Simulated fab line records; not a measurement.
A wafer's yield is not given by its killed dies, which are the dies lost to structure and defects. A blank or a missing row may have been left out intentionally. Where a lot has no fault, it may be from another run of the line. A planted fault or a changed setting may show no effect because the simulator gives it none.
Split-lot experiment -- flow n5-finfet -- 7 lots, 21 wafers read, on a route of 1938 steps

ON THE SPLIT
At N5_BEOL_M4_EXPOSE_08 (exposes mask M4), the setting dose-mj was moved away from the recipe's 41.25 on 7 of the 21 wafers read, by -6.1% to +5.3%. For the rest of the wafers, this setting stayed at what the recipe calls for.

FROM THE SPLIT TO THE READING: what the file shows between them, 2 steps
- N5_BEOL_M4_PEB_09: peb time 60 s
- N5_BEOL_M4_DEVELOP_10: develop time 30 s

THE READING
At N5_BEOL_M4_CD_MEAS_11: cd-nm in nanometres, against a target cd of 16.79 nm. Fault-free wafers of this fab line usually give 16.83 nm, standard deviation 0.26 nm.

wafer,"tool, chamber at the split",dose-mj as run,against the recipe,"cd-nm, nm",against lot-mates on the recipe
L079.1,"euv-scanner-01, 0",41.25,recipe,16.98,-
L079.2,"euv-scanner-01, 0",41.25,recipe,17.14,-
L079.6,"euv-scanner-01, 0",41.25,recipe,16.94,-
L080.2,"euv-scanner-02, 0",39.88,-3.3%,16.22,-0.62
L080.3,"euv-scanner-02, 0",41.25,recipe,17.05,-
L080.5,"euv-scanner-02, 0",41.25,recipe,16.63,-
L082.2,"euv-scanner-01, 0",41.25,recipe,16.63,-
L082.3,"euv-scanner-01, 0",41.25,recipe,16.73,-
L082.5,"euv-scanner-01, 0",39.62,-4.0%,15.90,-0.78
L085.1,"euv-scanner-01, 0",41.25,recipe,16.57,-
L085.2,"euv-scanner-01, 0",43.45,+5.3%,17.53,+0.88
L085.5,"euv-scanner-01, 0",41.25,recipe,16.74,-
L093.2,"euv-scanner-02, 0",42.61,+3.3%,17.93,+0.87
L093.4,"euv-scanner-02, 0",42.61,+3.3%,17.35,+0.29
L093.5,"euv-scanner-02, 0",41.25,recipe,17.06,-
L094.1,"euv-scanner-02, 0",41.25,recipe,17.30,-
L094.3,"euv-scanner-02, 0",41.25,recipe,16.61,-
L094.5,"euv-scanner-02, 0",41.25,recipe,17.15,-
L097.2,"euv-scanner-02, 0",38.74,-6.1%,15.94,-1.69
L097.3,"euv-scanner-02, 0",41.25,recipe,17.63,-
L097.6,"euv-scanner-02, 0",38.74,-6.1%,15.51,-2.12

THE FIT
A straight line over all 21 wafers: cd-nm changes by +0.191 nm for each +1% of dose-mj; r = +0.87; the points scatter about the line by 0.3 nm.
The same after taking each lot's own level away (the mean of its wafers on the recipe; 21 wafers): +0.241 nm for each +1%; r = +0.93; scatter 0.26 nm.
According to that fit, moving dose-mj by its largest amount changes the reading by 1.5 nm.
Across the lots, their own levels run from 16.655 to 17.630 nm, a range of 3.7 times the standard deviation given above.
So the slope is not independent of the lot-to-lot level: the two fits are not the same.
Check: with one of the wafers moved furthest among these (-6.1%) left out of the fit, the line predicts -1.47 nm for it against its lot-mates. It came out at -1.69 nm against them.

OTHER SPLITS ON THESE WAFERS
These wafers also went through other splits before the reading. Each is held against what the fit with the lots' levels taken away leaves over:
other split on the same wafers,wafers away from the commonest value,r with cd-nm (lot level and that fit taken away)
N5_BEOL_M1_COAT_68 spin-rpm,8,-0.09
N5_BEOL_M3_EXPOSE_08 dose-mj,8,+0.36
N5_BEOL_M4_COAT_05 spin-rpm,10,-0.19

THE WHOLE CHAIN: every reading that the file lists as answering this split, in the file's order
step,what it does,reading,change (the file's fit),r (the file's)
N5_BEOL_M4_CD_MEAS_11,target cd 16.79 nm,cd-nm,+0.226 nm for each +1% of the setting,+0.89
N5_BEOL_M4_ETCH_74,"etches underlayer in N2/H2, target depth 6.5 nm, time 5.2 s","BEOL_M4.cd-offset-nm (the simulator's own value, which no gauge read)",+0.217 nm for each +1% of the setting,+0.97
N5_BEOL_M4_ETCH_63,"etches SiARC in CF4, target depth 15.6 nm, time 26 s","BEOL_M4.cd-offset-nm (the simulator's own value, which no gauge read)",+0.21 nm for each +1% of the setting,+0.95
N5_BEOL_M4_ETCH_64,"etches SOC in N2/H2, target depth 75 nm, overetch 22.5 nm, time 121.9 s","BEOL_M4.cd-offset-nm (the simulator's own value, which no gauge read)",+0.227 nm for each +1% of the setting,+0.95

FILE'S OWN FIT
cd-nm changes by +0.226 nm for each +1% of dose-mj, r = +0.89.
